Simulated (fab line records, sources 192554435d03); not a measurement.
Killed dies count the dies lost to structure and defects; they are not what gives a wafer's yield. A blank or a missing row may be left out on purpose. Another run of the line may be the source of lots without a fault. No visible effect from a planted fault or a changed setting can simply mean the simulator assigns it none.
fab line records	flow n5_finfet
[record] lots = 24	wafers = 72	last_day = 17
route steps=1938 shown BEOL_M4@1080
lots that met no fault: taken from a fault-free run of the same line
start_h: the number of hours between the record's first day and the start of the first shown wafer of the lot	wait_h: hours from the lot's prior step to this one	" unchanged from the row above	L1.1+2: a row that stands for several wafers	- either no value or no given start	* or withheld: withheld	< > ~ a bound
route shown NAME@n: names a module that has steps shown in the file, with the first one's number in the route	usual: average and standard deviation across the fault-free wafers	same: alike in all rows	chamber/n: place in a boat	sites: per-site readings	_std_site: the values' standard deviation	_edge_site: the outer-site mean with the inner-site mean subtracted	radius_mm: for every site, how far away it sits from the centre of the wafer	mask NAME#n: copy n	behind: the last tool/chamber to shape the wafer	hold: cause of the lot's hold/its duration in hours/its outcome	device: the n, p or np transistor that did not switch	end of line: tests run on the same wafers once the route is complete	a step with no rows: only its recipe	killed: at the first sort, the dies lost to defects and structure; wafer yield is something else	map: dies across one wafer; x = killed, . = not, _ = none there
set.NAME: the setting as run; set.NAME@STEP: as run at that earlier step	model.NAME: the simulator's own value behind a step, which no gauge read
a sample of lots followed through the steps of the route, with each step as a table and each wafer as a row
[[steps]]
[step N5_BEOL_M4_PRE_CLEAN_45]
[recipe] gas = H2/He	time_s = 30	temp_c = 250
[usual] heater_power_w = 331/22
lot.wafer	tool	chamber	start_h	wait_h	heater_power_w
L074.4	pvd_sputter-03	-	166.23	0.0	306
L074.5	"	-	"	"	318
L074.6	"	-	"	"	304
L075.2	pvd_sputter-01	-	166.24	0.0	341
L075.3	"	-	"	"	347
L075.5	"	-	"	"	335
L076.2	pvd_sputter-02	-	172.40	0.0	270
L076.4	"	-	"	"	340
L076.5	"	-	"	"	347
L077.1	pvd_sputter-02	-	175.67	0.0	351
L077.2	"	-	"	"	347
L077.6	"	-	"	"	336
L078.1	pvd_sputter-02	-	186.90	0.0	280
L078.3	"	-	"	"	351
L078.6	"	-	"	"	280
L079.1	pvd_sputter-01	-	191.68	0.0	335
L079.2	"	-	"	"	324
L079.5	"	-	"	"	339
L081.3	pvd_sputter-01	-	210.28	0.0	331
L081.5	"	-	"	"	357
L081.6	"	-	"	"	337
L083.3	pvd_sputter-03	-	210.34	0.0	314
L083.4	"	-	"	"	298
L083.5	"	-	"	"	300
L082.1	pvd_sputter-01	-	215.75	0.0	329
L082.4	"	-	"	"	347
L082.5	"	-	"	"	367
L080.1	pvd_sputter-03	-	217.84	0.0	303
L080.5	"	-	"	"	326
L080.6	"	-	"	"	313
L084.1	pvd_sputter-03	-	225.55	0.0	304
L084.2	"	-	"	"	316
L084.6	"	-	"	"	301
L085.3	pvd_sputter-03	-	231.49	0.0	309
L085.4	"	-	"	"	336
L085.5	"	-	"	"	331
L086.1	pvd_sputter-02	-	233.23	0.0	350
L086.2	"	-	"	"	347
L086.5	"	-	"	"	342
L087.1	pvd_sputter-02	-	240.88	0.0	351
L087.2	"	-	"	"	336
L087.3	"	-	"	"	350
L088.1	pvd_sputter-02	-	242.80	0.0	271
L088.2	"	-	"	"	345
L088.6	"	-	"	"	346
L091.1	pvd_sputter-01	-	261.41	0.0	357
L091.2	"	-	"	"	330
L091.3	"	-	"	"	337
L089.1	pvd_sputter-01	-	264.41	0.0	340
L089.2	"	-	"	"	344
L089.4	"	-	"	"	338
L090.3	pvd_sputter-02	-	264.67	0.0	339
L090.5	"	-	"	"	346
L090.6	"	-	"	"	344
L093.2	pvd_sputter-01	-	267.47	0.0	367
L093.3	"	-	"	"	337
L093.4	"	-	"	"	341
L092.2	pvd_sputter-01	-	272.47	0.0	370
L092.4	"	-	"	"	334
L092.6	"	-	"	"	337
L094.4	pvd_sputter-01	-	282.31	0.0	343
L094.5	"	-	"	"	358
L094.6	"	-	"	"	337
L096.1	pvd_sputter-03	-	292.60	0.0	325
L096.2	"	-	"	"	316
L096.5	"	-	"	"	317
L095.1	pvd_sputter-01	-	293.50	0.0	338
L095.4	"	-	"	"	340
L095.5	"	-	"	"	336
L097.2	pvd_sputter-01	-	298.82	0.0	334
L097.3	"	-	"	"	358
L097.4	"	-	"	"	340
[step N5_BEOL_M4_ANNEAL_49]
[recipe] temp_c = 400	time_s = 240	ambient = vacuum
[usual] heater_power_w = 812/62
lot.wafer	tool	chamber	start_h	wait_h	heater_power_w
L074.4	pvd_sputter-02	-	166.79	0.0	850
L074.5	"	-	"	"	869
L074.6	"	-	"	"	848
L075.2	pvd_sputter-01	-	166.85	0.0	837
L075.3	"	-	"	"	837
L075.5	"	-	"	"	844
L076.2	pvd_sputter-02	-	173.02	0.0	673
L076.4	"	-	"	"	830
L076.5	"	-	"	"	867
L077.1	pvd_sputter-02	-	176.34	0.0	679
L077.2	"	-	"	"	860
L077.6	"	-	"	"	678
L078.1	pvd_sputter-02	-	188.00	0.0	831
L078.3	"	-	"	"	839
L078.6	"	-	"	"	682
L079.1	pvd_sputter-03	-	192.31	0.0	838
L079.2	"	-	"	"	808
L079.5	"	-	"	"	763
L081.3	pvd_sputter-02	-	210.89	0.0	875
L081.5	"	-	"	"	877
L081.6	"	-	"	"	837
L083.3	pvd_sputter-01	-	211.12	0.0	889
L083.4	"	-	"	"	842
L083.5	"	-	"	"	835
L082.1	pvd_sputter-01	-	216.83	0.0	883
L082.4	"	-	"	"	810
L082.5	"	-	"	"	851
L080.1	pvd_sputter-03	-	218.50	0.0	804
L080.5	"	-	"	"	774
L080.6	"	-	"	"	769
L084.1	pvd_sputter-03	-	226.37	0.0	754
L084.2	"	-	"	"	804
L084.6	"	-	"	"	811
L085.3	pvd_sputter-03	-	232.39	0.0	827
L085.4	"	-	"	"	778
L085.5	"	-	"	"	772
L086.1	pvd_sputter-02	-	233.89	0.0	689
L086.2	"	-	"	"	847
L086.5	"	-	"	"	835
L087.1	pvd_sputter-03	-	241.55	0.0	750
L087.2	"	-	"	"	776
L087.3	"	-	"	"	859
L088.1	pvd_sputter-02	-	243.64	0.0	688
L088.2	"	-	"	"	869
L088.6	"	-	"	"	852
L091.1	pvd_sputter-01	-	262.39	0.0	855
L091.2	"	-	"	"	909
L091.3	"	-	"	"	837
L089.1	pvd_sputter-03	-	265.05	0.0	827
L089.2	"	-	"	"	758
L089.4	"	-	"	"	772
L090.3	pvd_sputter-02	-	265.42	0.0	844
L090.5	"	-	"	"	672
L090.6	"	-	"	"	841
L093.2	pvd_sputter-01	-	268.27	0.0	908
L093.3	"	-	"	"	839
L093.4	"	-	"	"	841
L092.2	pvd_sputter-01	-	273.88	0.0	896
L092.4	"	-	"	"	812
L092.6	"	-	"	"	824
L094.4	pvd_sputter-02	-	283.54	0.0	828
L094.5	"	-	"	"	699
L094.6	"	-	"	"	821
L096.1	pvd_sputter-03	-	293.30	0.0	811
L096.2	"	-	"	"	791
L096.5	"	-	"	"	764
L095.1	pvd_sputter-02	-	294.33	0.0	683
L095.4	"	-	"	"	881
L095.5	"	-	"	"	877
L097.2	pvd_sputter-02	-	299.46	0.0	866
L097.3	"	-	"	"	870
L097.4	"	-	"	"	679
[step N5_BEOL_M4_SPUTTER_79]
[recipe] material = Cu	target_thk_a = 45	temp_c = -20	chamber_pressure_pa = 0.07	power_w = withheld	time_s = 8.29
[usual] throttle_valve_pct = 30.3/0.86
lot.wafer	tool	chamber	start_h	wait_h	throttle_valve_pct
L074.4	pvd_sputter-02	-	166.93	0.1	31.5
L074.5	"	-	"	"	30.6
L074.6	"	-	"	"	31.5
L075.2	pvd_sputter-01	-	166.99	0.1	28.6
L075.3	"	-	"	"	30.9
L075.5	"	-	"	"	30.4
L076.2	pvd_sputter-02	-	173.16	0.1	30.0
L076.4	"	-	"	"	29.9
L076.5	"	-	"	"	31.7
L077.1	pvd_sputter-02	-	176.48	0.1	29.8
L077.2	"	-	"	"	30.8
L077.6	"	-	"	"	30.1
L078.1	pvd_sputter-02	-	188.14	0.1	30.1
L078.3	"	-	"	"	31.0
L078.6	"	-	"	"	30.0
L079.1	pvd_sputter-03	-	192.45	0.1	30.8
L079.2	"	-	"	"	28.9
L079.5	"	-	"	"	29.8
L081.3	pvd_sputter-02	-	211.03	0.1	30.8
L081.5	"	-	"	"	30.9
L081.6	"	-	"	"	29.9
L083.3	pvd_sputter-01	-	211.26	0.1	30.5
L083.4	"	-	"	"	28.7
L083.5	"	-	"	"	30.0
L082.1	pvd_sputter-01	-	216.97	0.1	30.7
L082.4	"	-	"	"	29.8
L082.5	"	-	"	"	30.9
L080.1	pvd_sputter-03	-	218.64	0.1	28.9
L080.5	"	-	"	"	29.0
L080.6	"	-	"	"	29.9
L084.1	pvd_sputter-03	-	226.51	0.1	29.7
L084.2	"	-	"	"	29.1
L084.6	"	-	"	"	30.5
L085.3	pvd_sputter-03	-	232.53	0.1	30.1
L085.4	"	-	"	"	29.1
L085.5	"	-	"	"	31.6
L086.1	pvd_sputter-02	-	234.03	0.1	30.0
L086.2	"	-	"	"	31.7
L086.5	"	-	"	"	31.5
L087.1	pvd_sputter-03	-	241.69	0.1	31.5
L087.2	"	-	"	"	29.7
L087.3	"	-	"	"	30.5
L088.1	pvd_sputter-02	-	243.78	0.1	29.7
L088.2	"	-	"	"	30.9
L088.6	"	-	"	"	31.6
L091.1	pvd_sputter-01	-	262.53	0.1	28.8
L091.2	"	-	"	"	30.5
L091.3	"	-	"	"	29.8
L089.1	pvd_sputter-03	-	265.19	0.1	30.6
L089.2	"	-	"	"	31.6
L089.4	"	-	"	"	29.9
L090.3	pvd_sputter-02	-	265.56	0.1	30.0
L090.5	"	-	"	"	30.0
L090.6	"	-	"	"	29.7
L093.2	pvd_sputter-01	-	268.41	0.1	30.7
L093.3	"	-	"	"	30.4
L093.4	"	-	"	"	29.7
L092.2	pvd_sputter-01	-	274.02	0.1	30.7
L092.4	"	-	"	"	30.9
L092.6	"	-	"	"	28.4
L094.4	pvd_sputter-02	-	283.68	0.1	30.0
L094.5	"	-	"	"	30.0
L094.6	"	-	"	"	31.5
L096.1	pvd_sputter-03	-	293.44	0.1	28.8
L096.2	"	-	"	"	31.5
L096.5	"	-	"	"	31.7
L095.1	pvd_sputter-02	-	294.47	0.1	29.9
L095.4	"	-	"	"	30.6
L095.5	"	-	"	"	30.7
L097.2	pvd_sputter-02	-	299.60	0.1	30.7
L097.3	"	-	"	"	31.3
L097.4	"	-	"	"	29.9
[step N5_BEOL_M4_ANNEAL_82]
[recipe] temp_c = 400	time_s = 240	ambient = vacuum
[usual] heater_power_w = 812/62
lot.wafer	tool	chamber	start_h	wait_h	heater_power_w
L074.4	pvd_sputter-02	-	167.23	0.0	874
L074.5	"	-	"	"	861
L074.6	"	-	"	"	871
L075.2	pvd_sputter-01	-	167.29	0.0	837
L075.3	"	-	"	"	872
L075.5	"	-	"	"	834
L076.2	pvd_sputter-02	-	173.46	0.0	683
L076.4	"	-	"	"	855
L076.5	"	-	"	"	844
L077.1	pvd_sputter-02	-	176.78	0.0	683
L077.2	"	-	"	"	881
L077.6	"	-	"	"	683
L078.1	pvd_sputter-02	-	188.44	0.0	872
L078.3	"	-	"	"	847
L078.6	"	-	"	"	672
L079.1	pvd_sputter-03	-	192.75	0.0	820
L079.2	"	-	"	"	790
L079.5	"	-	"	"	758
L081.3	pvd_sputter-02	-	211.33	0.0	856
L081.5	"	-	"	"	850
L081.6	"	-	"	"	827
L083.3	pvd_sputter-01	-	211.56	0.0	888
L083.4	"	-	"	"	840
L083.5	"	-	"	"	840
L082.1	pvd_sputter-01	-	217.27	0.0	897
L082.4	"	-	"	"	831
L082.5	"	-	"	"	846
L080.1	pvd_sputter-03	-	218.94	0.0	794
L080.5	"	-	"	"	775
L080.6	"	-	"	"	758
L084.1	pvd_sputter-03	-	226.81	0.0	773
L084.2	"	-	"	"	789
L084.6	"	-	"	"	808
L085.3	pvd_sputter-03	-	232.83	0.0	809
L085.4	"	-	"	"	801
L085.5	"	-	"	"	792
L086.1	pvd_sputter-02	-	234.33	0.0	663
L086.2	"	-	"	"	863
L086.5	"	-	"	"	858
L087.1	pvd_sputter-03	-	241.99	0.0	759
L087.2	"	-	"	"	752
L087.3	"	-	"	"	824
L088.1	pvd_sputter-02	-	244.08	0.0	675
L088.2	"	-	"	"	854
L088.6	"	-	"	"	870
L091.1	pvd_sputter-01	-	262.83	0.0	834
L091.2	"	-	"	"	899
L091.3	"	-	"	"	819
L089.1	pvd_sputter-03	-	265.49	0.0	813
L089.2	"	-	"	"	769
L089.4	"	-	"	"	765
L090.3	pvd_sputter-02	-	265.86	0.0	822
L090.5	"	-	"	"	659
L090.6	"	-	"	"	837
L093.2	pvd_sputter-01	-	268.71	0.0	900
L093.3	"	-	"	"	865
L093.4	"	-	"	"	829
L092.2	pvd_sputter-01	-	274.32	0.0	890
L092.4	"	-	"	"	820
L092.6	"	-	"	"	856
L094.4	pvd_sputter-02	-	283.98	0.0	832
L094.5	"	-	"	"	706
L094.6	"	-	"	"	845
L096.1	pvd_sputter-03	-	293.74	0.0	783
L096.2	"	-	"	"	766
L096.5	"	-	"	"	748
L095.1	pvd_sputter-02	-	294.77	0.0	676
L095.4	"	-	"	"	850
L095.5	"	-	"	"	872
L097.2	pvd_sputter-02	-	299.90	0.0	888
L097.3	"	-	"	"	839
L097.4	"	-	"	"	692
[step N5_BEOL_M4_SPUTTER_90]
[recipe] material = Cu	target_thk_a = 45	temp_c = -20	chamber_pressure_pa = 0.07	power_w = withheld	time_s = 8.29
[usual] throttle_valve_pct = 30.3/0.89
lot.wafer	tool	chamber	start_h	wait_h	throttle_valve_pct
L074.4	pvd_sputter-02	-	167.81	0.1	31.6
L074.5	"	-	"	"	30.9
L074.6	"	-	"	"	31.4
L075.2	pvd_sputter-01	-	167.87	0.1	28.8
L075.3	"	-	"	"	30.5
L075.5	"	-	"	"	31.0
L076.2	pvd_sputter-02	-	174.04	0.1	30.1
L076.4	"	-	"	"	29.9
L076.5	"	-	"	"	31.6
L077.1	pvd_sputter-02	-	177.36	0.1	29.9
L077.2	"	-	"	"	30.6
L077.6	"	-	"	"	30.0
L078.1	pvd_sputter-02	-	189.02	0.1	29.8
L078.3	"	-	"	"	30.6
L078.6	"	-	"	"	29.9
L079.1	pvd_sputter-03	-	193.33	0.1	30.4
L079.2	"	-	"	"	28.8
L079.5	"	-	"	"	29.5
L081.3	pvd_sputter-02	-	211.91	0.1	31.0
L081.5	"	-	"	"	31.0
L081.6	"	-	"	"	29.8
L083.3	pvd_sputter-01	-	212.14	0.1	30.4
L083.4	"	-	"	"	28.7
L083.5	"	-	"	"	29.7
L082.1	pvd_sputter-01	-	217.85	0.1	30.8
L082.4	"	-	"	"	29.7
L082.5	"	-	"	"	30.5
L080.1	pvd_sputter-03	-	219.52	0.1	28.9
L080.5	"	-	"	"	29.2
L080.6	"	-	"	"	29.7
L084.1	pvd_sputter-03	-	227.39	0.1	29.8
L084.2	"	-	"	"	28.8
L084.6	"	-	"	"	30.6
L085.3	pvd_sputter-03	-	233.41	0.1	31.1
L085.4	"	-	"	"	29.1
L085.5	"	-	"	"	31.7
L086.1	pvd_sputter-02	-	234.91	0.1	29.8
L086.2	"	-	"	"	31.5
L086.5	"	-	"	"	31.6
L087.1	pvd_sputter-03	-	242.57	0.1	31.8
L087.2	"	-	"	"	29.7
L087.3	"	-	"	"	30.5
L088.1	pvd_sputter-02	-	244.66	0.1	29.8
L088.2	"	-	"	"	31.0
L088.6	"	-	"	"	31.7
L091.1	pvd_sputter-01	-	263.41	0.1	28.5
L091.2	"	-	"	"	30.8
L091.3	"	-	"	"	29.7
L089.1	pvd_sputter-03	-	266.07	0.1	30.8
L089.2	"	-	"	"	31.7
L089.4	"	-	"	"	29.8
L090.3	pvd_sputter-02	-	266.44	0.1	30.2
L090.5	"	-	"	"	29.8
L090.6	"	-	"	"	30.1
L093.2	pvd_sputter-01	-	269.29	0.1	30.4
L093.3	"	-	"	"	30.8
L093.4	"	-	"	"	30.0
L092.2	pvd_sputter-01	-	274.90	0.1	30.4
L092.4	"	-	"	"	30.6
L092.6	"	-	"	"	28.8
L094.4	pvd_sputter-02	-	284.56	0.1	29.9
L094.5	"	-	"	"	30.1
L094.6	"	-	"	"	31.5
L096.1	pvd_sputter-03	-	294.32	0.1	28.9
L096.2	"	-	"	"	31.8
L096.5	"	-	"	"	31.8
L095.1	pvd_sputter-02	-	295.35	0.1	30.0
L095.4	"	-	"	"	30.9
L095.5	"	-	"	"	31.2
L097.2	pvd_sputter-02	-	300.48	0.1	31.0
L097.3	"	-	"	"	31.5
L097.4	"	-	"	"	29.9
[step N5_BEOL_M4_ANNEAL_93]
[recipe] temp_c = 400	time_s = 240	ambient = vacuum
[usual] heater_power_w = 812/62
lot.wafer	tool	chamber	start_h	wait_h	heater_power_w
L074.4	pvd_sputter-02	-	168.11	0.0	842
L074.5	"	-	"	"	862
L074.6	"	-	"	"	854
L075.2	pvd_sputter-01	-	168.17	0.0	873
L075.3	"	-	"	"	859
L075.5	"	-	"	"	844
L076.2	pvd_sputter-02	-	174.34	0.0	682
L076.4	"	-	"	"	855
L076.5	"	-	"	"	822
L077.1	pvd_sputter-02	-	177.66	0.0	689
L077.2	"	-	"	"	861
L077.6	"	-	"	"	670
L078.1	pvd_sputter-02	-	189.32	0.0	843
L078.3	"	-	"	"	881
L078.6	"	-	"	"	679
L079.1	pvd_sputter-03	-	193.63	0.0	839
L079.2	"	-	"	"	791
L079.5	"	-	"	"	785
L081.3	pvd_sputter-02	-	212.21	0.0	862
L081.5	"	-	"	"	832
L081.6	"	-	"	"	833
L083.3	pvd_sputter-01	-	212.44	0.0	920
L083.4	"	-	"	"	832
L083.5	"	-	"	"	839
L082.1	pvd_sputter-01	-	218.15	0.0	910
L082.4	"	-	"	"	851
L082.5	"	-	"	"	854
L080.1	pvd_sputter-03	-	219.82	0.0	807
L080.5	"	-	"	"	798
L080.6	"	-	"	"	759
L084.1	pvd_sputter-03	-	227.69	0.0	759
L084.2	"	-	"	"	754
L084.6	"	-	"	"	820
L085.3	pvd_sputter-03	-	233.71	0.0	819
L085.4	"	-	"	"	782
L085.5	"	-	"	"	766
L086.1	pvd_sputter-02	-	235.21	0.0	674
L086.2	"	-	"	"	851
L086.5	"	-	"	"	855
L087.1	pvd_sputter-03	-	242.87	0.0	753
L087.2	"	-	"	"	759
L087.3	"	-	"	"	820
L088.1	pvd_sputter-02	-	244.96	0.0	683
L088.2	"	-	"	"	874
L088.6	"	-	"	"	862
L091.1	pvd_sputter-01	-	263.71	0.0	854
L091.2	"	-	"	"	890
L091.3	"	-	"	"	827
L089.1	pvd_sputter-03	-	266.37	0.0	804
L089.2	"	-	"	"	762
L089.4	"	-	"	"	767
L090.3	pvd_sputter-02	-	266.74	0.0	831
L090.5	"	-	"	"	658
L090.6	"	-	"	"	844
L093.2	pvd_sputter-01	-	269.59	0.0	899
L093.3	"	-	"	"	847
L093.4	"	-	"	"	856
L092.2	pvd_sputter-01	-	275.20	0.0	913
L092.4	"	-	"	"	833
L092.6	"	-	"	"	849
L094.4	pvd_sputter-02	-	284.86	0.0	826
L094.5	"	-	"	"	700
L094.6	"	-	"	"	848
L096.1	pvd_sputter-03	-	294.62	0.0	772
L096.2	"	-	"	"	749
L096.5	"	-	"	"	770
L095.1	pvd_sputter-02	-	295.65	0.0	670
L095.4	"	-	"	"	880
L095.5	"	-	"	"	840
L097.2	pvd_sputter-02	-	300.78	0.0	876
L097.3	"	-	"	"	851
L097.4	"	-	"	"	689
[[key]]
fault none
